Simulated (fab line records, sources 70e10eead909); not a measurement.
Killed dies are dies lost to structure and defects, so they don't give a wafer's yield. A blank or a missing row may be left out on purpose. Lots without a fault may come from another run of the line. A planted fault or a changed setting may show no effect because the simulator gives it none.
A struck lot beside a sound one | flow nand_harc | 20 steps out of a route of 1302
Sound: wafers L373.3, L373.5, L373.6. Struck: wafers L385.3, L385.4, L385.6. The cause comes at the end.
At each step with rows: each side's tool, then ch and its chambers, then its first start. Under that, the readings that differ: sound wafers | struck wafers | difference of the means | sigmas: that difference in standard deviations of wafers without a fault.
alike: readings whose means differ by less than 2 such deviations, and words and numbers that are the same on both sides. not compared: withheld readings, readings that some wafer has no value for, bounds like >300 that may hide the same value, and numbers for which the record gives no deviation and whose values overlap.
The two part at a step that has a row with sigmas, a row that says differs or no value, or rows on one side only. Numbers that don't overlap but have no deviation are shown without sigmas and don't part them. A reading that every wafer of one side lacks parts them only if that side has two wafers or more.

NHARC_P_ZERO_WELL_CD_MEAS_37: target cd 720 nm.
  sound on cd_sem-02 ch 0, day 2 00:13; struck on cd_sem-01 ch 0, day 7 00:16
  alike: cd_nm
then, 1 step without rows for these wafers: NHARC_P_ZERO_WELL_HARDBAKE_38 (time 80 s).
NHARC_P_ZERO_WELL_DESCUM_39: chemistry O2, time 3 s.
  sound on rie_diel-02 ch 0,1,3, day 2 00:57; struck on rie_diel-03 ch 0,1,2, day 7 01:26
  alike: drypump_motor_current_A, o2_flow_sccm, oes_product_au, rf_vpp_V, showerhead_plenum_p_Torr, throttle_valve_pct
  not compared: rf_hours_counter_h
then, 9 steps without rows for these wafers: NHARC_P_ZERO_WELL_IMPLANT_40; NHARC_P_ZERO_WELL_IMPLANT_59; NHARC_P_ZERO_WELL_IMPLANT_60; NHARC_P_ZERO_WELL_STRIP_41 (strips in SPM, time 840 s); NHARC_P_ZERO_WELL_DEHYDRATE_44 (time 120 s); NHARC_P_ZERO_WELL_HMDS_45 (time 30 s); NHARC_P_ZERO_WELL_COAT_46; NHARC_P_ZERO_WELL_SOFTBAKE_47 (time 95 s); NHARC_P_ZERO_WELL_EBR_48.
NHARC_P_ZERO_WELL_EXPOSE_49: exposes mask P HVPW, target cd 2000 nm.
  sound on krf_scanner-04 ch 0, day 2 02:08; struck on krf_scanner-02 ch 0, day 7 02:46
  reading | sound                      | struck                              | difference | sigmas
  mask    | P_HVPW#0 P_HVPW#0 P_HVPW#0 | P_HVPW_R1#0 P_HVPW_R1#0 P_HVPW_R1#0 | differs    |
  alike: exposure_dose_mJ_cm2
then, 2 steps without rows for these wafers: NHARC_P_ZERO_WELL_PEB_50 (peb time 85 s); NHARC_P_ZERO_WELL_DEVELOP_51 (time 70 s).
NHARC_P_ZERO_WELL_CD_MEAS_52: target cd 2000 nm.
  sound on cd_sem-01 ch 0, day 2 02:17; struck on cd_sem-01 ch 0, day 7 02:55
  reading    | sound                | struck               | difference | sigmas
  cd_nm (nm) | 1999.8 1998.0 1999.5 | 1870.2 1868.1 1867.9 | -130.4     | -72
then, 1 step without rows for these wafers: NHARC_P_ZERO_WELL_HARDBAKE_53 (time 80 s).
NHARC_P_ZERO_WELL_DESCUM_54: chemistry O2, time 3 s.
  sound on rie_diel-11 ch 2,3, day 2 02:27; struck on rie_diel-11 ch 1,3, day 7 03:07
  reading                      | sound             | struck            | difference | sigmas
  oes_product_au (a.u.)        | 1.012 0.997 1.014 | 0.994 0.986 0.991 | -0.017     | -2
  model.P_ZERO_WELL.cd_nm (nm) | 2000 1998 2000    | 1871 1868 1869    | -130       |
  alike: drypump_motor_current_A, o2_flow_sccm, rf_vpp_V, showerhead_plenum_p_Torr, throttle_valve_pct
  not compared: rf_hours_counter_h
then, 1 step without rows for these wafers: NHARC_P_ZERO_WELL_IMPLANT_55.
-- the record jumps here: 23 days lie between the struck wafers' starts before and after (it left off in module P_ZERO_WELL and takes up again in module END, whose first step shown is number 1302 of the route) --
NHARC_END_SORT_01:
  the record has rows for the struck wafers here (prober-01 ch 0, day 29 15:44) and none for the sound ones

WHERE THEY PART
First at NHARC_P_ZERO_WELL_EXPOSE_49; last, within this record, at NHARC_END_SORT_01.

WHY: what the simulator had put in
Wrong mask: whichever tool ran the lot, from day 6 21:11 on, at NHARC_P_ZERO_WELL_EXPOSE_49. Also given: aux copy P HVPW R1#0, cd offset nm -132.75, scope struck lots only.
